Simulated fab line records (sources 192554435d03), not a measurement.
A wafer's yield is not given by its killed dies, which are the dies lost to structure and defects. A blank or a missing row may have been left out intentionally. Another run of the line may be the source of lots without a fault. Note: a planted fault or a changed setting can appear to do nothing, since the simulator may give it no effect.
The tool behind it: which one? :: flow n5-finfet :: 9 lots, 26 wafers sampled, at 5 steps of a route of 1938

== WHAT THE GAUGES READ, wafer by wafer ==
N5_BEOL_M4_RC_MEAS_101. Usual: CHAIN_V1 234 ohm/link, standard deviation 9.9; CHAIN_V1_max_site 243 ohm/link, standard deviation 11; COMB_M2 5.6e-11 S/m, standard deviation 1.2e-11; COMB_M2_max_site 8e-11 S/m, standard deviation 1.7e-11; DIBL_N 36.5 mV/V, standard deviation 1.4; DIBL_P 36.6 mV/V, standard deviation 1.9; IOFF_N 0.167 nA/um, standard deviation 0.029; IOFF_P 0.21 nA/um, standard deviation 0.033; ION_N 674 uA/um, standard deviation 12; ION_P 460 uA/um, standard deviation 8.9; SS_N 71.6 mV/dec, standard deviation 0.57; SS_P 73.4 mV/dec, standard deviation 0.61; VT_N 249 mV, standard deviation 3.3; VT_P -250 mV, standard deviation 3.3.
lot: L449
measured: day 7 20:03
on: prober-01
CHAIN_V1 (ohm/link): 240 243 254
CHAIN_V1_max_site (ohm/link): 247 255 267
COMB_M2 (S/m): 5.9e-11 5.5e-11 5.4e-11
COMB_M2_max_site (S/m): 9.1e-11 7.6e-11 8.7e-11
DIBL_N (mV/V): 34.9 34.5 37.4
DIBL_P (mV/V): 35.9 35.7 37.8
IOFF_N (nA/um): 0.152 0.133 0.186
IOFF_P (nA/um): 0.17 0.18 0.20
ION_N (uA/um): 682 660 670
ION_P (uA/um): 454 449 453
SS_N (mV/dec): 71.5 71.4 72.5
SS_P (mV/dec): 73.3 73.7 73.2
VT_N (mV): 250 251 244
VT_P (mV): -254 -253 -253
flag: 

lot: L452
measured: day 9 03:16
on: prober-02
CHAIN_V1 (ohm/link): 239 239 256
CHAIN_V1_max_site (ohm/link): 242 255 265
COMB_M2 (S/m): 5.2e-11 5.2e-11 5.4e-11
COMB_M2_max_site (S/m): 8.4e-11 6.9e-11 7.6e-11
DIBL_N (mV/V): 36.6 35.1 37.3
DIBL_P (mV/V): 35.3 33.9 36.3
IOFF_N (nA/um): 0.158 0.135 0.173
IOFF_P (nA/um): 0.23 0.21 0.25
ION_N (uA/um): 678 662 677
ION_P (uA/um): 467 462 470
SS_N (mV/dec): 71.5 70.4 71.1
SS_P (mV/dec): 73.4 73.0 73.6
VT_N (mV): 250 252 250
VT_P (mV): -248 -248 -244
flag: 

lot: L453
measured: day 9 04:07
on: prober-01
CHAIN_V1 (ohm/link): 238 243 235
CHAIN_V1_max_site (ohm/link): 244 254 249
COMB_M2 (S/m): 5.2e-11 4.3e-11 4.2e-11
COMB_M2_max_site (S/m): 8.5e-11 4.6e-11 6.1e-11
DIBL_N (mV/V): 35.8 35.5 37.0
DIBL_P (mV/V): 34.7 34.8 36.7
IOFF_N (nA/um): 0.145 0.150 0.172
IOFF_P (nA/um): 0.19 0.20 0.23
ION_N (uA/um): 660 681 667
ION_P (uA/um): 451 465 460
SS_N (mV/dec): 71.2 71.0 70.9
SS_P (mV/dec): 73.5 73.2 73.8
VT_N (mV): 249 250 248
VT_P (mV): -251 -249 -248
flag: 

lot: L456
measured: day 9 18:21
on: prober-02
CHAIN_V1 (ohm/link): 239 249 242
CHAIN_V1_max_site (ohm/link): 250 255 249
COMB_M2 (S/m): 5e-11 6.3e-11 8.7e-11
COMB_M2_max_site (S/m): 7.3e-11 8.8e-11 9.1e-11
DIBL_N (mV/V): 36.2 35.3 37.7
DIBL_P (mV/V): 35.3 35.3 38.0
IOFF_N (nA/um): 0.164 0.157 0.191
IOFF_P (nA/um): 0.18 0.18 0.23
ION_N (uA/um): 669 678 679
ION_P (uA/um): 453 457 467
SS_N (mV/dec): 72.0 71.5 72.2
SS_P (mV/dec): 72.7 73.0 74.1
VT_N (mV): 249 248 245
VT_P (mV): -253 -253 -249
flag: 

lot: L458
measured: day 10 10:15
on: prober-02
CHAIN_V1 (ohm/link): 242 233 199
CHAIN_V1_max_site (ohm/link): 251 250 204
COMB_M2 (S/m): 6.1e-11 6.9e-11 1.37e-10
COMB_M2_max_site (S/m): 1.22e-10 8.8e-11 1.7e-10
DIBL_N (mV/V): 37.5 35.7 35.2
DIBL_P (mV/V): 40.1 38.1 36.2
IOFF_N (nA/um): 0.170 0.151 0.130
IOFF_P (nA/um): 0.22 0.20 0.16
ION_N (uA/um): 682 666 657
ION_P (uA/um): 463 461 447
SS_N (mV/dec): 71.9 72.4 71.7
SS_P (mV/dec): 73.5 73.6 73.6
VT_N (mV): 251 250 251
VT_P (mV): -251 -252 -257
flag: 

lot: L460
measured: day 11 02:14
on: prober-02
CHAIN_V1 (ohm/link): 232 232
CHAIN_V1_max_site (ohm/link): 250 236
COMB_M2 (S/m): 4.9e-11 6.6e-11
COMB_M2_max_site (S/m): 6.4e-11 8.7e-11
DIBL_N (mV/V): 38.6 37.4
DIBL_P (mV/V): 40.1 36.5
IOFF_N (nA/um): 0.216 0.170
IOFF_P (nA/um): 0.23 0.17
ION_N (uA/um): 691 667
ION_P (uA/um): 465 449
SS_N (mV/dec): 72.2 72.1
SS_P (mV/dec): 74.6 73.5
VT_N (mV): 244 249
VT_P (mV): -252 -255
flag: 

lot: L461
measured: day 11 21:37
on: prober-02
CHAIN_V1 (ohm/link): 232 186 195
CHAIN_V1_max_site (ohm/link): 240 197 201
COMB_M2 (S/m): 4.6e-11 9.4e-11 1.12e-10
COMB_M2_max_site (S/m): 6.3e-11 1.45e-10 1.56e-10
DIBL_N (mV/V): 36.3 36.7 35.4
DIBL_P (mV/V): 35.4 35.9 33.3
IOFF_N (nA/um): 0.172 0.179 0.136
IOFF_P (nA/um): 0.21 0.22 0.17
ION_N (uA/um): 667 674 656
ION_P (uA/um): 456 460 450
SS_N (mV/dec): 71.7 71.3 71.5
SS_P (mV/dec): 74.1 74.2 72.9
VT_N (mV): 248 249 255
VT_P (mV): -250 -250 -254
flag: 

lot: L468
measured: day 13 01:34
on: prober-02
CHAIN_V1 (ohm/link): 233 223 226
CHAIN_V1_max_site (ohm/link): 248 232 238
COMB_M2 (S/m): 4.6e-11 5.7e-11 4e-11
COMB_M2_max_site (S/m): 7.3e-11 8.1e-11 8.1e-11
DIBL_N (mV/V): 36.3 35.6 35.4
DIBL_P (mV/V): 36.5 36.2 35.1
IOFF_N (nA/um): 0.160 0.138 0.140
IOFF_P (nA/um): 0.20 0.20 0.19
ION_N (uA/um): 671 660 673
ION_P (uA/um): 456 451 459
SS_N (mV/dec): 72.0 71.5 70.9
SS_P (mV/dec): 74.1 73.5 74.4
VT_N (mV): 248 254 252
VT_P (mV): -253 -255 -253
flag: 

lot: L469
measured: day 13 07:11
on: prober-02
CHAIN_V1 (ohm/link): 226 233 240
CHAIN_V1_max_site (ohm/link): 237 239 252
COMB_M2 (S/m): 5.7e-11 5.7e-11 5.1e-11
COMB_M2_max_site (S/m): 8e-11 8.3e-11 5.6e-11
DIBL_N (mV/V): 34.0 36.4 36.2
DIBL_P (mV/V): 34.6 37.1 37.3
IOFF_N (nA/um): 0.139 0.179 0.174
IOFF_P (nA/um): 0.20 0.24 0.25
ION_N (uA/um): 679 669 674
ION_P (uA/um): 465 466 467
SS_N (mV/dec): 71.0 72.0 71.8
SS_P (mV/dec): 72.8 73.6 73.0
VT_N (mV): 250 247 248
VT_P (mV): -249 -243 -245
flag: 

== WHICH TOOL RAN EACH LOT (tool, then ch and the chambers of the sampled wafers, then the start) ==
lot: L449
N5_BEOL_M2_ALD_98: ald-sin-02 ch 0,1,3, day 6 12:56
N5_BEOL_M2_DEGAS_44: pvd-sputter-03, day 6 18:53
N5_BEOL_M2_ALD_84: ald-metal-02 ch 0,1,3, day 6 18:59
N5_BEOL_M2_SPUTTER_79: pvd-sputter-03, day 6 19:42

lot: L452
N5_BEOL_M2_ALD_98: ald-sin-03 ch 0,2,3, day 7 12:19
N5_BEOL_M2_DEGAS_44: pvd-sputter-03, day 7 15:56
N5_BEOL_M2_ALD_84: ald-metal-02 ch 0,2, day 7 16:02
N5_BEOL_M2_SPUTTER_79: pvd-sputter-02, day 7 18:13

lot: L453
N5_BEOL_M2_ALD_98: ald-sin-01 ch 2,3, day 7 18:01
N5_BEOL_M2_DEGAS_44: pvd-sputter-03, day 7 21:02
N5_BEOL_M2_ALD_84: ald-metal-02 ch 0,1, day 7 21:08
N5_BEOL_M2_SPUTTER_79: pvd-sputter-03, day 7 21:49

lot: L456
N5_BEOL_M2_ALD_98: ald-sin-03 ch 1,3, day 8 12:14
N5_BEOL_M2_DEGAS_44: pvd-sputter-03, day 8 15:04
N5_BEOL_M2_ALD_84: ald-metal-03 ch 0,1, day 8 15:10
N5_BEOL_M2_SPUTTER_79: pvd-sputter-03, day 8 16:10

lot: L458
N5_BEOL_M2_ALD_98: ald-sin-03 ch 0,1, day 9 10:43
N5_BEOL_M2_DEGAS_44: pvd-sputter-03, day 9 14:15
N5_BEOL_M2_ALD_84: ald-metal-02 ch 0,1,2, day 9 14:21
N5_BEOL_M2_SPUTTER_79: pvd-sputter-01, day 9 15:03

lot: L460
N5_BEOL_M2_ALD_98: ald-sin-01 ch 0,2, day 9 23:44
N5_BEOL_M2_DEGAS_44: pvd-sputter-03, day 10 00:35
N5_BEOL_M2_ALD_84: ald-metal-04 ch 1,2, day 10 00:41
N5_BEOL_M2_SPUTTER_79: pvd-sputter-02, day 10 01:22

lot: L461
N5_BEOL_M2_ALD_98: ald-sin-03 ch 0,2, day 10 17:07
N5_BEOL_M2_DEGAS_44: pvd-sputter-03, day 10 20:02
N5_BEOL_M2_ALD_84: ald-metal-02 ch 0,1,2, day 10 20:08
N5_BEOL_M2_SPUTTER_79: pvd-sputter-01, day 10 20:55

lot: L468
N5_BEOL_M2_ALD_98: ald-sin-02 ch 0,3, day 11 20:18
N5_BEOL_M2_DEGAS_44: pvd-sputter-02, day 11 21:13
N5_BEOL_M2_ALD_84: ald-metal-04 ch 0,3, day 11 21:20
N5_BEOL_M2_SPUTTER_79: pvd-sputter-02, day 11 22:08

lot: L469
N5_BEOL_M2_ALD_98: ald-sin-03 ch 1,2,3, day 11 21:35
N5_BEOL_M2_DEGAS_44: pvd-sputter-02, day 12 00:55
N5_BEOL_M2_ALD_84: ald-metal-03 ch 0,1,3, day 12 01:02
N5_BEOL_M2_SPUTTER_79: pvd-sputter-01, day 12 03:13
- N5_BEOL_M2_ALD_98: deposits SiO2, target thk 2.5 nm, pulse time 1 s, co reactant pulse time 1 s.
- N5_BEOL_M2_DEGAS_44: time 60 s.
- N5_BEOL_M2_ALD_84: deposits TaN, pulse time 2 s, purge time 3 s, co reactant purge time 2 s.
- N5_BEOL_M2_SPUTTER_79: material Cu, target thk 4.5 nm, time 8.29 s.

== WHAT THE TOOLS THEMSELVES READ (means of the sampled wafers that have a number; where no wafer has one, the mark that the record gives instead) ==
N5_BEOL_M2_ALD_98. Usual: chamber-pressure-Torr 2.000 Torr, standard deviation 0.0042; heater-power-w 73 W, standard deviation 11; precursor-pulse-height-rel 1.001, standard deviation 0.021; susceptor-temp-C 100.01 C, standard deviation 0.13.
lot: L449
tool: ald-sin-02
chamber-pressure-Torr (Torr): 2.000
heater-power-w (W): 75
precursor-pulse-height-rel: 1.019
susceptor-temp-C (C): 100.03
flag: 

lot: L452
tool: ald-sin-03
chamber-pressure-Torr (Torr): 2.000
heater-power-w (W): 65
precursor-pulse-height-rel: 1.009
susceptor-temp-C (C): 99.92
flag: 

lot: L453
tool: ald-sin-01
chamber-pressure-Torr (Torr): 1.995
heater-power-w (W): 88
precursor-pulse-height-rel: 1.003
susceptor-temp-C (C): 100.08
flag: 

lot: L456
tool: ald-sin-03
chamber-pressure-Torr (Torr): 2.000
heater-power-w (W): 69
precursor-pulse-height-rel: 1.002
susceptor-temp-C (C): 99.86
flag: 

lot: L458
tool: ald-sin-03
chamber-pressure-Torr (Torr): 1.999
heater-power-w (W): 75
precursor-pulse-height-rel: 1.005
susceptor-temp-C (C): 99.96
flag: 

lot: L460
tool: ald-sin-01
chamber-pressure-Torr (Torr): 2.002
heater-power-w (W): 86
precursor-pulse-height-rel: 0.981
susceptor-temp-C (C): 99.94
flag: 

lot: L461
tool: ald-sin-03
chamber-pressure-Torr (Torr): 1.999
heater-power-w (W): 68
precursor-pulse-height-rel: 0.997
susceptor-temp-C (C): 99.95
flag: 

lot: L468
tool: ald-sin-02
chamber-pressure-Torr (Torr): 2.003
heater-power-w (W): 81
precursor-pulse-height-rel: 0.992
susceptor-temp-C (C): 100.04
flag: 

lot: L469
tool: ald-sin-03
chamber-pressure-Torr (Torr): 2.002
heater-power-w (W): 64
precursor-pulse-height-rel: 0.989
susceptor-temp-C (C): 99.97
flag: 

N5_BEOL_M2_DEGAS_44. Usual: heater-power-w 349 W, standard deviation 18; susceptor-temp-C 250.02 C, standard deviation 0.18.
lot: L449
tool: pvd-sputter-03
heater-power-w (W): 357
susceptor-temp-C (C): 250.04
flag: 

lot: L452
tool: pvd-sputter-03
heater-power-w (W): 343
susceptor-temp-C (C): 250.04
flag: 

lot: L453
tool: pvd-sputter-03
heater-power-w (W): 341
susceptor-temp-C (C): 249.97
flag: 

lot: L456
tool: pvd-sputter-03
heater-power-w (W): 353
susceptor-temp-C (C): 249.94
flag: 

lot: L458
tool: pvd-sputter-03
heater-power-w (W): 366
susceptor-temp-C (C): 250.10
flag: 

lot: L460
tool: pvd-sputter-03
heater-power-w (W): 371
susceptor-temp-C (C): 249.95
flag: 

lot: L461
tool: pvd-sputter-03
heater-power-w (W): 367
susceptor-temp-C (C): 250.04
flag: 

lot: L468
tool: pvd-sputter-02
heater-power-w (W): 349
susceptor-temp-C (C): 250.12
flag: 

lot: L469
tool: pvd-sputter-02
heater-power-w (W): 345
susceptor-temp-C (C): 250.06
flag: 

N5_BEOL_M2_ALD_84. Usual: chamber-pressure-Torr 3.000 Torr, standard deviation 0.0063; heater-power-w 416 W, standard deviation 43; susceptor-temp-C 274.99 C, standard deviation 0.2.
lot: L449
tool: ald-metal-02
chamber-pressure-Torr (Torr): 3.003
heater-power-w (W): 413
susceptor-temp-C (C): 274.83
flag: 

lot: L452
tool: ald-metal-02
chamber-pressure-Torr (Torr): 3.002
heater-power-w (W): 461
susceptor-temp-C (C): 274.73
flag: 

lot: L453
tool: ald-metal-02
chamber-pressure-Torr (Torr): 3.001
heater-power-w (W): 394
susceptor-temp-C (C): 275.01
flag: 

lot: L456
tool: ald-metal-03
chamber-pressure-Torr (Torr): 2.996
heater-power-w (W): 404
susceptor-temp-C (C): 275.07
flag: 

lot: L458
tool: ald-metal-02
chamber-pressure-Torr (Torr): 3.005
heater-power-w (W): 421
susceptor-temp-C (C): 275.01
flag: 

lot: L460
tool: ald-metal-04
chamber-pressure-Torr (Torr): 2.998
heater-power-w (W): 406
susceptor-temp-C (C): 275.05
flag: 

lot: L461
tool: ald-metal-02
chamber-pressure-Torr (Torr): 2.997
heater-power-w (W): 416
susceptor-temp-C (C): 274.97
flag: 

lot: L468
tool: ald-metal-04
chamber-pressure-Torr (Torr): 2.997
heater-power-w (W): 412
susceptor-temp-C (C): 274.70
flag: 

lot: L469
tool: ald-metal-03
chamber-pressure-Torr (Torr): 2.999
heater-power-w (W): 422
susceptor-temp-C (C): 275.10
flag: 

N5_BEOL_M2_SPUTTER_79. Usual: susceptor-temp-C -20.00 C, standard deviation 0.1; throttle-valve-pct 30.1 %, standard deviation 1.2.
lot: L449
tool: pvd-sputter-03
susceptor-temp-C (C): -20.00
throttle-valve-pct (%): 30.1
flag: 

lot: L452
tool: pvd-sputter-02
susceptor-temp-C (C): -20.09
throttle-valve-pct (%): 29.5
flag: 

lot: L453
tool: pvd-sputter-03
susceptor-temp-C (C): -20.04
throttle-valve-pct (%): 29.6
flag: 

lot: L456
tool: pvd-sputter-03
susceptor-temp-C (C): -19.94
throttle-valve-pct (%): 30.4
flag: 

lot: L458
tool: pvd-sputter-01
susceptor-temp-C (C): -20.11
throttle-valve-pct (%): 30.8
flag: 

lot: L460
tool: pvd-sputter-02
susceptor-temp-C (C): -20.05
throttle-valve-pct (%): 29.1
flag: 

lot: L461
tool: pvd-sputter-01
susceptor-temp-C (C): -20.02
throttle-valve-pct (%): 30.5
flag: 

lot: L468
tool: pvd-sputter-02
susceptor-temp-C (C): -19.97
throttle-valve-pct (%): 29.0
flag: 

lot: L469
tool: pvd-sputter-01
susceptor-temp-C (C): -20.04
throttle-valve-pct (%): 30.5
flag: 

== THE ANSWER, worked out from the rows above alone ==
Rule: lot off if the mean of its wafers having a number is beyond 3 standard deviations from the usual mean. Also off: a lot with no number at a reading for which 4 or more lots have one. Where the step has rows for the other lots, those lots are counted as sound. After the gauges, taken in route order, come the tools' own readings; for these a lot's mean is taken, as printed above. At the first step where some lot is off, the reading lying furthest off is the one used; lots without a number count as furthest.
No lot is off at any reading shown: from this, nothing can be told.

== WHAT THE SIMULATOR HAD INSERTED ==
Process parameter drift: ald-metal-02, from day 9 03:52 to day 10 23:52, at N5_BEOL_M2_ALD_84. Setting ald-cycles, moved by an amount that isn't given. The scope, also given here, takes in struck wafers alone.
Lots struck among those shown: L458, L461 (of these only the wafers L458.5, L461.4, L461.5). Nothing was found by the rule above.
